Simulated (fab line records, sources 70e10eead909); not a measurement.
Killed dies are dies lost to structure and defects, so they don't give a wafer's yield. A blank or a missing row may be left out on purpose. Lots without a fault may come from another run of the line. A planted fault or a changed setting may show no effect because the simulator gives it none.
Which tool did it? | flow nand_harc | 6 lots, 18 wafers sampled, at 5 steps of a route of 1159

WHAT THE GAUGES READ, wafer by wafer
NHARC_END_SORT_01.
lot  | measured     | on        | killed_at_array
L160 | day 22 23:04 | prober-02 | 30 675 676

WHICH TOOL RAN EACH LOT (tool, then ch and the chambers of the sampled wafers, then the start)
lot  | NHARC_A_STAIRCASE_ETCH_453                    | NHARC_A_STAIRCASE_STRIP_316                   | NHARC_A_STAIRCASE_ALD_415        | NHARC_A_STAIRCASE_STRIP_476
L148 | rie_diel-09 ch 0,2,3, day 12 08:02 or earlier | rie_diel-09 ch 2,3, day 12 08:02 or earlier   | ald_hk-03 ch 0,1, day 12 08:02   | rie_diel-09 ch 0,2,3, day 12 10:13
L151 | rie_diel-11 ch 1,2,3, day 13 01:56 or earlier | rie_diel-11 ch 0,1,3, day 13 01:56 or earlier | ald_hk-01 ch 1,2,3, day 13 01:56 | rie_diel-11 ch 0,2,3, day 13 05:26
L157 | rie_diel-11 ch 0,1,2, day 15 00:57 or earlier | rie_diel-11 ch 1,2, day 15 00:57 or earlier   | ald_hk-01 ch 0,3, day 15 00:57   | rie_diel-08 ch 0,3, day 15 02:53
L160 | rie_diel-11 ch 0,1,3, day 15 05:03 or earlier | rie_diel-11 ch 0,1,3, day 15 05:03 or earlier | ald_hk-01 ch 1,2,3, day 15 05:03 | rie_diel-09 ch 0,1, day 15 07:01
L161 | rie_diel-08 ch 2,3, day 15 09:44 or earlier   | rie_diel-08 ch 2, day 15 09:44 or earlier     | ald_hk-03 ch 0,2,3, day 15 09:44 | rie_diel-09 ch 0,1,3, day 15 11:56
L169 | rie_diel-11 ch 1,2,3, day 17 06:23 or earlier | rie_diel-11 ch 1,2,3, day 17 06:23 or earlier | ald_hk-03 ch 0,2,3, day 17 06:23 | rie_diel-09 ch 1,2,3, day 17 08:34
- NHARC_A_STAIRCASE_ETCH_453: etches the open film in CF4/O2, target depth 30 nm, overetch 3 nm, time 16.5 s.
- NHARC_A_STAIRCASE_STRIP_316: strips in O2.
- NHARC_A_STAIRCASE_ALD_415: deposits SiO2, target thk 30 nm, pulse time 6 s, ald cycles 300.
- NHARC_A_STAIRCASE_STRIP_476: strips in O2, time 20 s.

THE ANSWER, worked out from the rows above alone
Rule: what is usual is taken from the lots themselves. Put in order of their means at a reading, lots are off if they are a third of the lots or fewer, leave a main group of 4 or more, and stand apart from it by a gap of 3 or more times the standard deviation of the main group's means; of several such gaps the widest counts. A main group whose means are all the same, to the digits that the tables above print for the reading, isn't used. A lot without any number at a reading at which 4 lots or more have one is off too. The other lots that the step has rows for count as sound.
No lot is off at any reading shown: from this, nothing can be told.

WHAT THE SIMULATOR HAD PUT IN
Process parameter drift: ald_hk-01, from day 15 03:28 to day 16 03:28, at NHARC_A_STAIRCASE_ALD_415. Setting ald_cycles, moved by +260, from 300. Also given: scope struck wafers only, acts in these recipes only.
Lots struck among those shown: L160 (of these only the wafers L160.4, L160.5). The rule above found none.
